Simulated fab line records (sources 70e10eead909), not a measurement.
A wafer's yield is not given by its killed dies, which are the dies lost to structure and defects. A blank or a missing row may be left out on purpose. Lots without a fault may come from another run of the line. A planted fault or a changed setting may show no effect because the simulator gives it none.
Matching of chambers / flow nand harc / 3 sister chambers for NHARC_A_BLC_STRIP_21 on rie diel-10
The step strips in O2. 3 wafers are shown with their chamber, then 4 later ones without.

## EACH WAFER AND ITS CHAMBER
wafer=L089.5; chamber=1; showerhead plenum p Torr (Torr)=3.61
wafer=L089.6; chamber=0; showerhead plenum p Torr (Torr)=3.68
wafer=L091.5; chamber=2; showerhead plenum p Torr (Torr)=3.43

## WAFERS WITHOUT THEIR CHAMBER
wafer=L090.2; showerhead plenum p Torr (Torr)=3.61
wafer=L090.3; showerhead plenum p Torr (Torr)=3.67
wafer=L092.3; showerhead plenum p Torr (Torr)=3.43
wafer=L092.5; showerhead plenum p Torr (Torr)=3.43

## EACH ONE'S CHAMBER
wafer=L090.2; from the rows above=1; in truth=1
wafer=L090.3; from the rows above=0; in truth=0
wafer=L092.3; from the rows above=2; in truth=2
wafer=L092.5; from the rows above=2; in truth=2
Correct placement for 4 of the 4. Number that these rows cannot place: 0. Placed wrongly: 0.
How it was worked out, from the rows above alone: a wafer's distance from a chamber is the root of the sum, over the readings, of the square of ((its reading less the chamber's mean) divided by the reading's scatter). If the next closest chamber is less than 2 further off than the closest, the wafer can't be placed; otherwise it belongs to the closest. The mean given for a chamber averages the wafers shown for that chamber. The scatter: root of mean squared gap, hidden wafer to nearest shown wafer, with one shown wafer a chamber.
